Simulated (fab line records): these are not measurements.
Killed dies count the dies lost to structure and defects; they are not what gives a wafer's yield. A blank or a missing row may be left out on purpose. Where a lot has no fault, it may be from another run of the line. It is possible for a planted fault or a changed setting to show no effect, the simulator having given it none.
fab line records | flow n5Finfet | part 2 of 2: steps 5 to 6 of 6
record: lots: 21 | wafers: 63 | lastDay: 18
route steps=1938 shown BEOL_M5@1188 BEOL_M6@1208
lots untouched by any fault: they come from a run of this same line in which no faults occurred
startH: hours from the record's first day to the start of the lot's first wafer shown | waitH: time in hours since the lot's previous step | " unchanged from the row above | L1.1+2: a row that stands for several wafers | - no value present, or no start provided | * or withheld: withheld | < > ~ a bound
route shown NAME@n: a module of which the file shows steps, and the number in the route of the first | usual: mean and standard deviation over wafers with no fault | same: alike in all rows | chamber/n: place in a boat | sites: the reading at each site | _std_site: their standard deviation | _edge_site: outer sites' mean less inner sites' | radiusMm: for every site, how far away it sits from the centre of the wafer | mask NAME#n: copy n | behind: tool/chamber where the wafer was last shaped | hold: the reason the lot was held/the length of the hold in hours/how it ended | device: the n, p or np transistor that did not switch | end of line: the route-end tests of the same wafers | a step with no rows: only its recipe | killed: dies lost to structure and defects at the first sort, not the wafer's yield | map: a wafer's dies, x killed, . not, _ none there
set.NAME: the run value of the setting; set.NAME@STEP: its run value at that earlier step | model.NAME: the simulator's own value behind a step, which no gauge read
the route's steps for a sample of lots (tables are steps, rows are wafers)
services: the hour from which a tool's chamber was out of use, counted from the record's first day as startH (under 0 if before that day), plus the number of hours and why
== steps ==
step: N5_BEOL_M6_ETCH_41
recipe: chemistry: CH3F/O2 | target: SiCN | targetDepthA: 297 | taperDeg: 2 | timeS: 52 | ionEnergyEv: 120 | maskMaterial: TiN | pressureMtorr: 30 | sourceW: 395 | biasW: 75 | Ar_flow_sccm: 150 | CH3F_flow_sccm: 30 | O2_flow_sccm: 20
usual: drypumpMotorCurrentA: 5.8/0.59 | oesProductAu: 0.77/0.09 | rfFwdPowerW: 390.7/1.8 | rfVppV: 296.7/1.5 | showerheadPlenumPTorr: 1.97/0.065 | throttleValvePct: 16.30/0.24
lot.wafer | tool       | chamber | startH | waitH | drypumpMotorCurrentA | oesProductAu | rfFwdPowerW | rfHoursCounterH | rfVppV | showerheadPlenumPTorr | throttleValvePct
L074.2    | rieDiel-05 | 2       | -      | -     | 5.6                  | 0.76         | 392.6       | 146             | 296.9  | 2.01                  | 16.36
L074.5    | "          | 1       | "      | "     | 5.9                  | 0.83         | 389.8       | -               | 297.9  | 1.95                  | 16.38
L074.6    | "          | 2       | "      | "     | 5.6                  | 0.77         | 393.8       | -               | 296.6  | 2.01                  | 16.36
L077.1    | rieDiel-05 | 3       | -      | -     | 6.7                  | 0.71         | 392.0       | 215             | 295.5  | 1.89                  | 16.49
L077.3    | "          | 0       | "      | "     | 5.3                  | 0.65         | 390.8       | 235             | 298.6  | 2.04                  | 16.38
L077.6    | "          | 2       | "      | "     | 5.6                  | 0.76         | 395.4       | -               | 297.3  | 2.01                  | 16.37
L076.3    | rieDiel-05 | 2       | -      | -     | 5.6                  | 0.77         | 392.7       | 149             | 298.1  | 2.01                  | 16.37
L076.5    | "          | 3       | "      | "     | 6.8                  | 0.71         | 386.9       | -               | 295.0  | 1.89                  | 16.53
L076.6    | "          | 0       | "      | "     | 5.3                  | 0.66         | 391.1       | -               | 299.4  | 2.04                  | 16.37
L075.1    | rieDiel-05 | 3       | -      | -     | 6.7                  | 0.71         | 387.6       | 216             | 294.4  | 1.89                  | 16.51
L075.2    | "          | 1       | "      | "     | 6.0                  | 0.83         | 388.5       | 78              | 297.2  | 1.95                  | 16.39
L075.6    | "          | 3       | "      | "     | 6.7                  | 0.71         | 386.8       | -               | 296.5  | 1.89                  | 16.52
L080.3    | rieDiel-05 | 0       | -      | -     | 5.3                  | 0.65         | 392.1       | 239             | 297.6  | 2.04                  | 16.39
L080.4    | "          | 2       | "      | "     | 5.6                  | 0.77         | 392.5       | 151             | 297.8  | 2.01                  | 16.38
L080.5    | "          | 3       | "      | "     | 6.7                  | 0.70         | 391.2       | -               | 294.9  | 1.89                  | 16.51
L079.1    | rieDiel-01 | 1       | -      | -     | 5.3                  | 0.72         | 387.2       | 189             | 297.1  | 1.97                  | 16.56
L079.4    | "          | 1       | "      | "     | 5.3                  | 0.72         | 389.3       | -               | 296.4  | 1.97                  | 16.55
L079.5    | "          | 2       | "      | "     | 6.7                  | 0.74         | 391.9       | -               | 297.7  | 1.98                  | 16.27
L078.1    | rieDiel-01 | 2       | -      | -     | 6.7                  | 0.75         | 391.0       | 186             | 297.5  | 1.98                  | 16.27
L078.2    | "          | 0       | "      | "     | 6.2                  | 0.94         | 387.8       | 20              | 298.2  | 2.13                  | 15.83
L078.6    | "          | 2       | "      | "     | 6.7                  | 0.74         | 391.3       | -               | 296.1  | 1.98                  | 16.25
L081.1    | rieDiel-05 | 1       | -      | -     | 5.9                  | 0.82         | 389.6       | 90              | 295.5  | 1.94                  | 16.39
L081.2    | "          | 3       | "      | "     | 6.7                  | 0.70         | 390.0       | 228             | 295.4  | 1.89                  | 16.54
L081.5    | "          | 3       | "      | "     | 6.7                  | 0.70         | 388.5       | -               | 295.7  | 1.89                  | 16.55
L083.2    | rieDiel-05 | 0       | -      | -     | 5.3                  | 0.65         | 391.8       | 250             | 297.8  | 2.04                  | 16.40
L083.4    | "          | 0       | "      | "     | 5.3                  | 0.65         | 392.2       | -               | 298.3  | 2.04                  | 16.40
L083.6    | "          | 1       | "      | "     | 5.9                  | 0.81         | 387.9       | -               | 295.1  | 1.94                  | 16.42
L082.2    | rieDiel-05 | 3       | -      | -     | 6.7                  | 0.70         | 389.6       | 232             | 295.1  | 1.89                  | 16.54
L082.5    | "          | 3       | "      | "     | 6.7                  | 0.70         | 388.9       | -               | 295.1  | 1.89                  | 16.55
L082.6    | "          | 0       | "      | "     | 5.4                  | 0.65         | 391.9       | -               | 298.7  | 2.04                  | 16.43
L086.3    | rieDiel-01 | 1       | -      | -     | 5.3                  | 0.70         | 389.5       | 206             | 297.7  | 1.97                  | 16.58
L086.5    | "          | 0       | "      | "     | 6.2                  | 0.90         | 387.6       | -               | 300.0  | 2.12                  | 15.85
L086.6    | "          | 3       | "      | "     | 5.9                  | 0.93         | 392.0       | -               | 298.4  | 2.03                  | 15.94
L088.2    | rieDiel-06 | 0       | -      | -     | 6.4                  | 0.70         | 389.6       | 192             | 295.3  | 1.91                  | 16.55
L088.3    | "          | 1       | "      | "     | 5.8                  | 0.89         | 389.8       | 22              | 299.0  | 2.03                  | 15.96
L088.6    | "          | 0       | "      | "     | 6.5                  | 0.70         | 390.3       | -               | 295.6  | 1.91                  | 16.56
L087.2    | rieDiel-06 | 2       | -      | -     | 5.3                  | 0.80         | 391.6       | 97              | 297.0  | 1.92                  | 16.03
L087.4    | "          | 1       | "      | "     | 5.8                  | 0.90         | 391.2       | 23              | 297.3  | 2.03                  | 15.95
L087.5    | "          | 3       | "      | "     | 4.8                  | 0.73         | 391.2       | -               | 295.9  | 1.91                  | 16.31
L085.3    | rieDiel-01 | 3       | -      | -     | 5.9                  | 0.92         | 391.6       | 20              | 298.0  | 2.03                  | 15.96
L085.4    | "          | 1       | "      | "     | 5.3                  | 0.70         | 389.3       | 209             | 296.3  | 1.97                  | 16.59
L085.5    | "          | 1       | "      | "     | 5.2                  | 0.70         | 389.3       | -               | 295.2  | 1.97                  | 16.59
L090.1    | rieDiel-01 | 1       | -      | -     | 5.3                  | 0.71         | 388.9       | 210             | 297.2  | 1.97                  | 16.60
L090.2    | "          | 2       | "      | "     | 6.7                  | 0.73         | 390.5       | 207             | 297.3  | 1.98                  | 16.30
L090.3    | "          | 3       | "      | "     | 5.9                  | 0.92         | 392.4       | 20              | 297.4  | 2.03                  | 15.95
L089.1    | rieDiel-06 | 1       | -      | -     | 5.8                  | 0.87         | 392.0       | 29              | 297.7  | 2.03                  | 15.94
L089.3    | "          | 0       | "      | "     | 6.4                  | 0.70         | 391.5       | 199             | 294.8  | 1.90                  | 16.55
L089.4    | "          | 3       | "      | "     | 4.8                  | 0.73         | 389.8       | 178             | 295.9  | 1.91                  | 16.32
L092.2    | rieDiel-05 | 0       | -      | -     | 5.2                  | 0.99         | 394.5       | 1               | 297.7  | 2.03                  | 15.90
L092.4    | "          | 3       | "      | "     | 6.7                  | 0.69         | 390.8       | 244             | 296.5  | 1.88                  | 16.56
L092.5    | "          | 3       | "      | "     | 6.7                  | 0.69         | 390.5       | -               | 294.0  | 1.88                  | 16.56
L095.4    | rieDiel-06 | 2       | -      | -     | 5.3                  | 0.78         | 391.2       | 111             | 297.2  | 1.92                  | 16.05
L095.5    | "          | 0       | "      | "     | 6.4                  | 0.69         | 391.5       | -               | 295.9  | 1.90                  | 16.58
L095.6    | "          | 1       | "      | "     | 5.8                  | 0.87         | 390.1       | -               | 297.7  | 2.02                  | 15.97
L094.3    | rieDiel-05 | 0       | -      | -     | 5.3                  | 0.95         | 392.0       | 8               | 297.1  | 2.03                  | 15.94
L094.4    | "          | 0       | "      | "     | 5.2                  | 0.95         | 390.6       | -               | 298.1  | 2.03                  | 15.93
L094.6    | "          | 1       | "      | "     | 6.0                  | 0.80         | 390.3       | -               | 295.7  | 1.93                  | 16.43
L096.2    | rieDiel-05 | 1       | -      | -     | 6.0                  | 0.79         | 391.0       | 121             | 296.6  | 1.93                  | 16.46
L096.3    | "          | 0       | "      | "     | 5.2                  | 0.93         | 392.2       | 15              | 298.2  | 2.03                  | 15.95
L096.5    | "          | 2       | "      | "     | 5.6                  | 0.75         | 390.9       | -               | 296.3  | 2.00                  | 16.41
L097.1    | rieDiel-06 | 2       | -      | -     | 5.3                  | 0.77         | 389.9       | 125             | 296.0  | 1.92                  | 16.07
L097.4    | "          | 3       | "      | "     | 4.8                  | 0.71         | 390.7       | 198             | 295.0  | 1.90                  | 16.36
L097.5    | "          | 1       | "      | "     | 5.8                  | 0.84         | 393.8       | -               | 297.6  | 2.02                  | 16.00
step: N5_BEOL_M6_ALD_77
recipe: material: TaN | targetThkA: 20 | tempC: 275 | aldPrecursorFamily: PDMAT | aldCoReactant: NH3 | pressureTorr: 3 | carrierFlowSccm: 1500 | pulseTimeS: 2 | purgeTimeS: 3 | coReactantPurgeTimeS: 2 | coReactantPulseTimeS: 3 | aldCycles: 40 | precursorVesselTempC: 75 | precursorVesselPressureTorr: 26.25 | precursorVesselCarrierSccm: 1000
usual: heaterPowerW: 408/54 | precursorVesselCarrierSccm: 999.7/2.8
lot.wafer | tool        | chamber | startH | waitH | heaterPowerW | precursorVesselCarrierSccm
L074.2    | aldMetal-04 | 2       | 203.94 | 0.0   | 401          | 998.8
L074.5    | "           | 0       | "      | "     | 437          | 1001.6
L074.6    | "           | 3       | "      | "     | 460          | 999.7
L077.1    | aldMetal-03 | 1       | 212.98 | 0.0   | 360          | 997.3
L077.3    | "           | 0       | "      | "     | 496          | 997.8
L077.6    | "           | 2       | "      | "     | 435          | 994.6
L076.3    | aldMetal-04 | 1       | 215.01 | 0.0   | 377          | 1002.1
L076.5    | "           | 3       | "      | "     | 451          | 996.9
L076.6    | "           | 0       | "      | "     | 440          | 999.9
L075.1    | aldMetal-01 | 1       | 215.18 | 0.0   | 428          | 998.3
L075.2    | "           | 3       | "      | "     | 477          | 1000.7
L075.6    | "           | 3       | "      | "     | 484          | 998.3
L079.1    | aldMetal-01 | 0       | 220.06 | 0.0   | 344          | 998.7
L079.4    | "           | 1       | "      | "     | 419          | 1002.3
L079.5    | "           | 3       | "      | "     | 487          | 999.0
L080.3    | aldMetal-04 | 0       | 220.06 | 0.0   | 445          | 997.3
L080.4    | "           | 2       | "      | "     | 410          | 997.2
L080.5    | "           | 2       | "      | "     | 407          | 999.1
L078.1    | aldMetal-01 | 3       | 220.59 | 0.0   | 475          | 1000.8
L078.2    | "           | 2       | "      | "     | 296          | 999.1
L078.6    | "           | 2       | "      | "     | 296          | 1001.0
L081.1    | aldMetal-04 | 2       | 243.98 | 0.0   | 405          | 995.2
L081.2    | "           | 0       | "      | "     | 441          | 1002.7
L081.5    | "           | 1       | "      | "     | 391          | 997.0
L083.2    | aldMetal-04 | 1       | 247.96 | 0.0   | 378          | 1000.7
L083.4    | "           | 0       | "      | "     | 421          | 998.9
L083.6    | "           | 0       | "      | "     | 440          | 994.9
L082.2    | aldMetal-01 | 0       | 250.37 | 0.1   | 340          | 1001.4
L082.5    | "           | 3       | "      | "     | 493          | 1004.0
L082.6    | "           | 2       | "      | "     | 301          | 1000.3
L086.3    | aldMetal-04 | 3       | 275.20 | 0.1   | 446          | 998.5
L086.5    | "           | 3       | "      | "     | 437          | 998.7
L086.6    | "           | 0       | "      | "     | 440          | 996.8
L088.2    | aldMetal-03 | 0       | 277.05 | 0.0   | 497          | 993.2
L088.3    | "           | 1       | "      | "     | 352          | 1001.0
L088.6    | "           | 1       | "      | "     | 355          | 1000.1
L087.2    | aldMetal-03 | 2       | 278.96 | 0.1   | 428          | 1001.0
L087.4    | "           | 1       | "      | "     | 354          | 1003.1
L087.5    | "           | 0       | "      | "     | 488          | 1000.0
L085.3    | aldMetal-04 | 0       | 280.70 | 0.0   | 436          | 1001.2
L085.4    | "           | 1       | "      | "     | 391          | 1002.6
L085.5    | "           | 0       | "      | "     | 432          | 1001.1
L090.1    | aldMetal-01 | 0       | 282.99 | 0.0   | 339          | 1001.0
L090.2    | "           | 3       | "      | "     | 483          | 1001.2
L090.3    | "           | 2       | "      | "     | 302          | 998.9
L089.1    | aldMetal-04 | 0       | 289.26 | 0.2   | 444          | 1000.9
L089.3    | "           | 1       | "      | "     | 389          | 1000.0
L089.4    | "           | 3       | "      | "     | 451          | 1001.5
L092.2    | aldMetal-03 | 1       | 291.27 | 0.0   | 357          | 1001.4
L092.4    | "           | 3       | "      | "     | 398          | 1001.2
L092.5    | "           | 1       | "      | "     | 359          | 997.0
L095.4    | aldMetal-01 | 2       | 315.95 | 0.1   | 298          | 1001.8
L095.5    | "           | 1       | "      | "     | 423          | 1001.6
L095.6    | "           | 2       | "      | "     | 302          | 998.9
L094.3    | aldMetal-01 | 2       | 316.99 | 0.1   | 301          | 1001.4
L094.4    | "           | 0       | "      | "     | 344          | 1000.3
L094.6    | "           | 0       | "      | "     | 348          | 999.8
L096.2    | aldMetal-04 | 3       | 331.06 | 0.2   | 441          | 997.4
L096.3    | "           | 1       | "      | "     | 389          | 1004.0
L096.5    | "           | 2       | "      | "     | 409          | 1002.3
L097.1    | aldMetal-03 | 2       | 352.85 | 0.2   | 430          | 1000.6
L097.4    | "           | 0       | "      | "     | 482          | 998.6
L097.5    | "           | 1       | "      | "     | 323          | 1000.5
== services ==
tool        | chamber | startH | hours | kind
rieDiel-06  | 0       | 176.57 | 2.9   | repair
rieDiel-01  | 3       | 183.44 | 7.2   | repair
cvdCo-01    | 1       | 188.51 | 12.3  | repair
cvdCo-02    | -       | 190.66 | 2.2   | repair
rieDiel-06  | 1       | 199.25 | 14.5  | repair
cvdCo-01    | -       | 201.68 | 5.6   | repair
rieDiel-06  | -       | 209.18 | 0.3   | repair
rieDiel-06  | -       | 210.01 | 4.8   | repair
rieDiel-06  | 1       | 216.20 | 8.8   | repair
rieDiel-06  | 2       | 216.94 | 4.0   | repair
rieDiel-06  | 0       | 227.20 | 14.4  | repair
rieDiel-05  | -       | 236.83 | 0.2   | repair
rieDiel-06  | 2       | 241.76 | 6.5   | repair
rieDiel-01  | 1       | 255.42 | 3.4   | repair
cvdCo-02    | 0       | 260.36 | 15.9  | repair
rieDiel-01  | 2       | 270.68 | 4.7   | repair
rieDiel-05  | -       | 273.86 | 14.6  | pm
aldMetal-04 | 1       | 274.31 | 5.4   | repair
cvdCo-01    | 0       | 294.26 | 6.3   | repair
aldMetal-04 | -       | 311.85 | 2.8   | pm
rieDiel-05  | 3       | 314.94 | 11.0  | repair
aldMetal-04 | -       | 331.47 | 0.3   | repair
rieDiel-06  | 3       | 333.55 | 2.8   | repair
rieDiel-06  | -       | 334.62 | 0.7   | repair
